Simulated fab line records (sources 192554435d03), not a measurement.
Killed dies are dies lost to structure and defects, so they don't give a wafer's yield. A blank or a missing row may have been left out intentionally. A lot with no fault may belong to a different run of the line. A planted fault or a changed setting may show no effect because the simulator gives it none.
Chamber matching	flow n5-finfet	rie-diel-06 running N5_BEOL_M11_ETCH_62: 4 sister chambers
The step etches SOC in N2/H2, target depth 110 nm, overetch 22 nm, time 165 s. 4 wafers are shown with their chamber, then 12 later ones without.

WAFERS PAIRED WITH THEIR CHAMBERS
wafer	chamber	showerhead-plenum-p-Torr (Torr)
L085.6	1	2.49
L083.1	3	2.65
L083.3	0	2.40
L083.5	2	2.48

WAFERS WITH NO CHAMBER GIVEN
wafer	showerhead-plenum-p-Torr (Torr)
L087.3	2.40
L087.4	2.64
L087.5	2.49
L091.3	2.39
L091.5	2.39
L091.6	2.64
L092.1	2.39
L092.2	2.47
L092.3	2.64
L096.1	2.39
L096.4	2.63
L096.5	2.47

WHICH CHAMBER EACH WENT THROUGH
wafer	from the rows above	in truth
L087.3	0	0
L087.4	3	3
L087.5	can't be placed: 1 or 2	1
L091.3	0	0
L091.5	0	0
L091.6	3	3
L092.1	0	0
L092.2	can't be placed: 2 or 1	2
L092.3	3	3
L096.1	0	0
L096.4	3	3
L096.5	can't be placed: 2 or 1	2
Placed correctly: 9 of 12. Unplaceable from these rows: 3, with the true chamber sitting among the candidates in 3. Placed wrongly: 0.
How it was worked out, from the rows above alone: a wafer's distance from a chamber is the root of the sum, over the readings, of the square of ((its reading less the chamber's mean) divided by the reading's scatter). The wafer belongs to the nearest chamber; if the next one is less than 2 further off, it can't be placed. The mean given for a chamber averages the wafers shown for that chamber. The scatter: with one shown wafer a chamber, the root of the mean of the squares of how far each hidden wafer lies from its nearest shown one.
